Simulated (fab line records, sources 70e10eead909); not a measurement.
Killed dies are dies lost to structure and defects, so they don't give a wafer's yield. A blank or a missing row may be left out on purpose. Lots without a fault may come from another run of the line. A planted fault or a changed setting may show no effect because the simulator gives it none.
Chamber matching | flow nand_harc | NHARC_A_STAIRCASE_ETCH_444 on rie_diel-13: 4 sister chambers
The step etches the open film in C4F8/O2, target depth 20400 nm, time 6800 s. 8 wafers are shown with their chamber, then 10 later ones without.

WAFERS WITH THEIR CHAMBER
wafer  | chamber | rf_vpp_V (V) | oes_product_au (a.u.)
L080.3 | 0       | 805          | 0.928
L080.4 | 1       | 813          | 0.957
L083.4 | 0       | 807          | 0.926
L083.6 | 1       | 815          | 0.918
L086.3 | 3       | 816          | 0.966
L086.6 | 2       | 810          | 0.965
L089.2 | 3       | 815          | 0.933
L089.3 | 2       | 808          | 0.924

WAFERS WITHOUT THEIR CHAMBER
wafer  | rf_vpp_V (V) | oes_product_au (a.u.)
L089.6 | 808          | 0.935
L090.1 | 813          | 0.921
L090.2 | 805          | 0.946
L090.6 | 816          | 0.929
L091.2 | 805          | 0.939
L091.3 | 814          | 0.928
L091.6 | 809          | 0.928
L096.1 | 803          | 0.931
L096.3 | 816          | 0.930
L096.4 | 807          | 0.934

WHICH CHAMBER EACH WENT THROUGH
wafer  | from the rows above     | in truth
L089.6 | can't be placed: 2 or 0 | 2
L090.1 | can't be placed: 1 or 3 | 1
L090.2 | 0                       | 0
L090.6 | can't be placed: 3 or 1 | 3
L091.2 | 0                       | 0
L091.3 | can't be placed: 1 or 3 | 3
L091.6 | can't be placed: 2 or 0 | 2
L096.1 | 0                       | 0
L096.3 | can't be placed: 3 or 1 | 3
L096.4 | can't be placed: 0 or 2 | 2
Placed correctly: 3 of 10. Can't be placed from these rows: 7 (the true chamber is among the candidates in 7). Placed wrongly: 0.
How it was worked out, from the rows above alone: a wafer's distance from a chamber is the root of the sum, over the readings, of the square of ((its reading less the chamber's mean) divided by the reading's scatter). The wafer belongs to the nearest chamber; if the next one is less than 2 further off, it can't be placed. A chamber's mean is the mean of its shown wafers. The scatter: the root of (the sum of the squares of (reading less its chamber's mean) over the shown wafers, divided by (wafers less chambers)).
